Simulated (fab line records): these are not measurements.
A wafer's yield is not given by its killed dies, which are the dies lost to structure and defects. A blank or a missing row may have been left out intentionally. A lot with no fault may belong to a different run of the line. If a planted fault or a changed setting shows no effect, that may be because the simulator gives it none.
A single fault, viewed from 3 desks | flow n5-finfet | each desk holds nothing but its own numbers, with what lay behind them at the end

## TOOL OWNER'S DESK, rie-metal-02
The tool's own readings at N5_BEOL_M4_HM_OPEN_17 (chemistry Cl2/BCl3, target TiN, target depth 20 nm, overetch 6 nm): means of the sampled wafers that have a number, for each lot that ran on this tool. If a lot's mean is further than 4 standard deviations from the usual mean, the lot is out of limits and carries the mark OUT (the distance appears in the brackets).
Columns: A = drypump-motor-current-A at N5_BEOL_M4_HM_OPEN_17, usual 5.7 A; B = oes-product-au at N5_BEOL_M4_HM_OPEN_17, usual 0.67 a.u.; C = throttle-valve-pct at N5_BEOL_M4_HM_OPEN_17, usual 21.95 %
lot  | first seen here | A   | B    | C
L597 | day 7 09:11     | 5.9 | 0.68 | 21.78
L608 | day 10 05:32    | 5.5 | 0.73 | 21.69
L610 | day 10 21:59    | 5.5 | 0.72 | 21.71
L614 | day 11 12:50    | 6.2 | 0.79 | 21.69
L616 | day 12 20:39    | 5.9 | 0.74 | 21.71
Result from this desk: across the 5 lots, nothing is out of limits.

## AT THE METROLOGY DESK
Lot by lot, what the gauges showed, no matter which tool ran the lot: averages of those sampled wafers that carry a number. If a lot's mean is further than 4 standard deviations from the usual mean, the lot is out of limits and carries the mark OUT (the distance appears in the brackets). It has 11 readings; the 7 that lie furthest out on some lot are the ones shown.
Columns: A = M4_OVL at N5_BEOL_M4_OVL_MEAS_12, usual 0.0 nm; B = DIBL_N at N5_BEOL_M4_RC_MEAS_101, usual 37.5 mV/V; C = ION_N at N5_BEOL_M4_RC_MEAS_101, usual 677 uA/um; D = ION_P at N5_BEOL_M4_RC_MEAS_101, usual 464 uA/um; E = SS_N at N5_BEOL_M4_RC_MEAS_101, usual 72.0 mV/dec; F = SS_P at N5_BEOL_M4_RC_MEAS_101, usual 73.6 mV/dec; G = VT_P at N5_BEOL_M4_RC_MEAS_101, usual -249 mV
lot  | first seen here | A    | B    | C   | D   | E    | F    | G
L597 | day 7 08:50     | -0.6 | 38.1 | 684 | 468 | 72.2 | 73.2 | -248
L601 | day 8 07:15     | -0.3 | 37.6 | 669 | 467 | 71.6 | 73.5 | -247
L603 | day 9 01:15     | -0.6 | 37.1 | 671 | 465 | 71.7 | 74.1 | -248
L606 | day 9 19:53     | -0.3 | 38.6 | 678 | 469 | 71.4 | 73.9 | -245
L608 | day 10 05:12    | 0.5  | 36.7 | 659 | 447 | 72.4 | 73.1 | -253
L610 | day 10 21:35    | -0.5 | 37.7 | 673 | 455 | 72.1 | 73.8 | -252
L614 | day 11 11:14    | -1.4 | 36.2 | 674 | 466 | 72.0 | 73.5 | -249
L615 | day 12 00:20    | 0.1  | 39.4 | 670 | 462 | 71.8 | 73.7 | -247
L616 | day 12 20:19    | -0.5 | 37.4 | 678 | 469 | 71.8 | 73.0 | -246
Result from this desk: across the 9 lots, nothing is out of limits.

## THE DEFECT DESK
For each lot, the counts of the inspections along the route, averaged over the sampled wafers that have a number. If a lot's mean is further than 4 standard deviations from the usual mean, the lot is out of limits and carries the mark OUT (the distance appears in the brackets).
Columns: A = raw-defect-count at N5_BEOL_M4_INSPECT_30, usual 396
lot  | first seen here | A
L597 | day 7 09:54     | 603
L601 | day 8 08:19     | 385
L603 | day 9 02:24     | 398
L606 | day 9 20:59     | 376
L608 | day 10 06:16    | 366
L610 | day 10 22:47    | 313
L614 | day 11 13:28    | 1002 (+6.1) OUT
L615 | day 12 01:29    | 410
L616 | day 12 21:22    | 858 (+4.6) OUT
This desk's verdict: out of limits on L614, L616, starting with L614 at day 11 13:28 (raw-defect-count at N5_BEOL_M4_INSPECT_30). Within limits: L597, L601, L603, L606, L608, L610, L615.

## ALL TOGETHER
The defect desk could have raised an alarm at day 11 13:28, on L614, L616.
Nothing out of limits was seen by the tool owner's desk.
From the metrology desk's view, nothing was out of limits.
On record at the tool owner's desk: L614, L616, within its limits.
The metrology desk has L614, L616 on record, within its limits.
Every lot named ran N5_BEOL_M4_HM_OPEN_17 on rie-metal-02.

## WHAT THE SIMULATOR HAD INSERTED
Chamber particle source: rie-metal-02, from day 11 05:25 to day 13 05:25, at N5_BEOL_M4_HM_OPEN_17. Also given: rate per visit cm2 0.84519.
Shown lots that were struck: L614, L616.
Hours from the fault's start to each desk's first reading out of limits: the defect desk, 8.
